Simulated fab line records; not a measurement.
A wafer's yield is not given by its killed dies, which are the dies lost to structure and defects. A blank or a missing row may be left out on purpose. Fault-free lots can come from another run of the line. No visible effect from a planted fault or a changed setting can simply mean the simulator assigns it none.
Chamber matching + flow nand harc + 4 sister chambers for NHARC_P_CONTACT_CMP_01 on cmp-02
The step polishes SiO2, target thk 200 nm. 8 wafers are shown with their chamber, then 7 later ones without.

WAFERS WITH THEIR CHAMBER
| wafer  | chamber | motor current A (A) |
|--------|---------|---------------------|
| L075.5 | 1       | 10.1                |
| L075.6 | 2       | 12.2                |
| L077.3 | 0       | 13.5                |
| L082.2 | 0       | 12.4                |
| L082.3 | 1       | 10.3                |
| L082.4 | 3       | 10.9                |
| L083.1 | 2       | 11.7                |
| L083.2 | 3       | 11.0                |

WAFERS WHOSE CHAMBER IS MISSING
| wafer  | motor current A (A) |
|--------|---------------------|
| L083.6 | 11.5                |
| L092.3 | 12.5                |
| L092.5 | 11.6                |
| L092.6 | 9.9                 |
| L094.4 | 12.9                |
| L094.5 | 11.1                |
| L094.6 | 11.4                |

THE CHAMBER EACH PASSED THROUGH
| wafer  | from the rows above          | in truth |
|--------|------------------------------|----------|
| L083.6 | can't be placed: 2 or 3 or 1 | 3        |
| L092.3 | can't be placed: 0 or 2      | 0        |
| L092.5 | can't be placed: 2 or 3      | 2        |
| L092.6 | can't be placed: 1 or 3      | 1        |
| L094.4 | 0                            | 0        |
| L094.5 | can't be placed: 3 or 2 or 1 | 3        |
| L094.6 | can't be placed: 3 or 2 or 1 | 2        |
1 of 7 placed correctly. Unplaceable from these rows: 6, with the true chamber sitting among the candidates in 6. Wrongly placed: 0.
How it was worked out, from the rows above alone: a wafer's distance from a chamber is the root of the sum, over the readings, of the square of ((its reading less the chamber's mean) divided by the reading's scatter). If the next closest chamber is less than 2 further off than the closest, the wafer can't be placed; otherwise it belongs to the closest. For every chamber, the mean is computed from those of its wafers that are shown. The scatter: the root of (the sum of the squares of (reading less its chamber's mean) over the shown wafers, divided by (wafers less chambers)).
